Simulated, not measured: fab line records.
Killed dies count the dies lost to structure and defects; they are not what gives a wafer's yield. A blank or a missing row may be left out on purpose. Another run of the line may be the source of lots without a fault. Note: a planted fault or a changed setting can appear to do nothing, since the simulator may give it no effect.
Split-lot trial / flow n5Finfet / 7 lots, 21 wafers read, on a route of 1938 steps

## ABOUT THE SPLIT
At N5_BEOL_M6_HM_DEP_02 (deposits TiN, target thk 20 nm), the setting targetThkA was moved away from the recipe's 200 angstrom on 6 of the 21 wafers read, by -10.6% to +11.5%. For the rest of the wafers, this setting stayed at what the recipe calls for.

## FROM THE SPLIT TO THE READING: what the file shows between them, 4 steps
- N5_BEOL_M6_COAT_59: time 60 s, resist thk 100 nm
- N5_BEOL_M6_COAT_60: time 60 s, resist thk 35 nm
- N5_BEOL_M6_STRIP_68: strips in N2/H2
- N5_BEOL_M6_STRIP_67: strips in CF4

## THE READING
etch.depthNm (the simulator's own value, which no gauge read), in nm, at N5_BEOL_M6_HM_OPEN_17 (chemistry Cl2/BCl3, target TiN, target depth 20 nm, overetch 6 nm). There is no usual value for it anywhere in the file. Average 20.27 nm, standard deviation 0.28 nm, over the 15 wafers here run with the recipe.

wafer=L078.1; tool, chamber at the split=pvdSputter-02, -; targetThkA as run, angstrom=200; against the recipe=recipe; etch.depthNm, nm=19.91; against lot-mates on the recipe=-
wafer=L078.2; tool, chamber at the split=pvdSputter-02, -; targetThkA as run, angstrom=200; against the recipe=recipe; etch.depthNm, nm=20.11; against lot-mates on the recipe=-
wafer=L078.3; tool, chamber at the split=pvdSputter-02, -; targetThkA as run, angstrom=200; against the recipe=recipe; etch.depthNm, nm=20.6; against lot-mates on the recipe=-
wafer=L081.1; tool, chamber at the split=pvdSputter-03, -; targetThkA as run, angstrom=200; against the recipe=recipe; etch.depthNm, nm=20.06; against lot-mates on the recipe=-
wafer=L081.3; tool, chamber at the split=pvdSputter-03, -; targetThkA as run, angstrom=178.8; against the recipe=-10.6%; etch.depthNm, nm=17.68; against lot-mates on the recipe=-2.48
wafer=L081.6; tool, chamber at the split=pvdSputter-03, -; targetThkA as run, angstrom=200; against the recipe=recipe; etch.depthNm, nm=20.26; against lot-mates on the recipe=-
wafer=L089.3; tool, chamber at the split=pvdSputter-02, -; targetThkA as run, angstrom=189.9; against the recipe=-5.0%; etch.depthNm, nm=19.22; against lot-mates on the recipe=-0.51
wafer=L089.5; tool, chamber at the split=pvdSputter-02, -; targetThkA as run, angstrom=189.9; against the recipe=-5.0%; etch.depthNm, nm=18.82; against lot-mates on the recipe=-0.91
wafer=L089.6; tool, chamber at the split=pvdSputter-02, -; targetThkA as run, angstrom=200; against the recipe=recipe; etch.depthNm, nm=19.73; against lot-mates on the recipe=-
wafer=L090.1; tool, chamber at the split=pvdSputter-01, -; targetThkA as run, angstrom=200; against the recipe=recipe; etch.depthNm, nm=20.43; against lot-mates on the recipe=-
wafer=L090.5; tool, chamber at the split=pvdSputter-01, -; targetThkA as run, angstrom=200; against the recipe=recipe; etch.depthNm, nm=20.18; against lot-mates on the recipe=-
wafer=L090.6; tool, chamber at the split=pvdSputter-01, -; targetThkA as run, angstrom=200; against the recipe=recipe; etch.depthNm, nm=20.12; against lot-mates on the recipe=-
wafer=L094.1; tool, chamber at the split=pvdSputter-02, -; targetThkA as run, angstrom=186.7; against the recipe=-6.7%; etch.depthNm, nm=19.12; against lot-mates on the recipe=-1.01
wafer=L094.2; tool, chamber at the split=pvdSputter-02, -; targetThkA as run, angstrom=186.7; against the recipe=-6.7%; etch.depthNm, nm=18.88; against lot-mates on the recipe=-1.25
wafer=L094.5; tool, chamber at the split=pvdSputter-02, -; targetThkA as run, angstrom=200; against the recipe=recipe; etch.depthNm, nm=20.13; against lot-mates on the recipe=-
wafer=L096.1; tool, chamber at the split=pvdSputter-02, -; targetThkA as run, angstrom=200; against the recipe=recipe; etch.depthNm, nm=20.04; against lot-mates on the recipe=-
wafer=L096.2; tool, chamber at the split=pvdSputter-02, -; targetThkA as run, angstrom=223; against the recipe=+11.5%; etch.depthNm, nm=22.61; against lot-mates on the recipe=+2.32
wafer=L096.4; tool, chamber at the split=pvdSputter-02, -; targetThkA as run, angstrom=200; against the recipe=recipe; etch.depthNm, nm=20.53; against lot-mates on the recipe=-
wafer=L097.1; tool, chamber at the split=pvdSputter-03, -; targetThkA as run, angstrom=200; against the recipe=recipe; etch.depthNm, nm=20.61; against lot-mates on the recipe=-
wafer=L097.2; tool, chamber at the split=pvdSputter-03, -; targetThkA as run, angstrom=200; against the recipe=recipe; etch.depthNm, nm=20.53; against lot-mates on the recipe=-
wafer=L097.3; tool, chamber at the split=pvdSputter-03, -; targetThkA as run, angstrom=200; against the recipe=recipe; etch.depthNm, nm=20.75; against lot-mates on the recipe=-

FIT RESULTS
A straight line over all 21 wafers: etch.depthNm changes by +0.217 nm for each +1% of targetThkA; r = +0.96; the points scatter about the line by 0.28 nm.
The same after taking each lot's own level away (the mean of its wafers on the recipe; 21 wafers): +0.198 nm for each +1%; r = +0.97; scatter 0.22 nm.
On that fit, the largest move of targetThkA shifts the reading by 2.3 nm.
Measured against the standard deviation above, the lots' own levels, which go from 19.730 to 20.630 nm, span 3.2 times it.
Consequently the slope shifts little with the lot-to-lot level, the two slopes agreeing.
Check: with one of the wafers moved furthest among these (+11.5%) left out of the fit, the line predicts +2.28 nm for it against its lot-mates. Against them it came out at +2.32 nm.

## FURTHER SPLITS ON THESE WAFERS
Note: prior to the reading, these wafers also went through further splits. Each is held against what the fit with the lots' levels taken away leaves over:
other split on the same wafers=N5_MOL_CONTACT_COAG_VIA_ETCH_46 biasW; wafers away from the commonest value=6; r with etch.depthNm (lot level and that fit taken away)=+0.11
other split on the same wafers=N5_BEOL_M0_ETCH_138 sourceW; wafers away from the commonest value=11; r with etch.depthNm (lot level and that fit taken away)=+0.20
other split on the same wafers=N5_BEOL_M0_TRENCH_ETCH_107 targetDepthA; wafers away from the commonest value=5; r with etch.depthNm (lot level and that fit taken away)=+0.30
other split on the same wafers=N5_BEOL_M1_ALD_98 aldCycles; wafers away from the commonest value=9; r with etch.depthNm (lot level and that fit taken away)=-0.26
other split on the same wafers=N5_BEOL_M3_VIA_ETCH_34 timeS; wafers away from the commonest value=8; r with etch.depthNm (lot level and that fit taken away)=+0.52
other split on the same wafers=N5_BEOL_M4_DESCUM_33 timeS; wafers away from the commonest value=10; r with etch.depthNm (lot level and that fit taken away)=-0.27
other split on the same wafers=N5_BEOL_M4_VIA_ETCH_34 sourceW; wafers away from the commonest value=8; r with etch.depthNm (lot level and that fit taken away)=-0.34
other split on the same wafers=N5_BEOL_M5_COAT_71 spinRpm; wafers away from the commonest value=7; r with etch.depthNm (lot level and that fit taken away)=+0.28

## THE WHOLE CHAIN: every reading that the file lists as answering this split, in the file's order
step=N5_BEOL_M6_HM_DEP_02; what it does=deposits TiN, target thk 20 nm; reading=TiN_of_BEOL_M6_HM_DEP_02.thkNm (the simulator's own value, which no gauge read); change (the file's fit)=+0.207 nm for each +1% of the setting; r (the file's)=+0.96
step=N5_BEOL_M6_HM_OPEN_17; what it does=chemistry Cl2/BCl3, target TiN, target depth 20 nm, overetch 6 nm; reading=etch.depthNm (the simulator's own value, which no gauge read); change (the file's fit)=+0.204 nm for each +1% of the setting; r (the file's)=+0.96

## THE FILE'S OWN FIT
etch.depthNm changes by +0.204 nm for each +1% of targetThkA, r = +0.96.
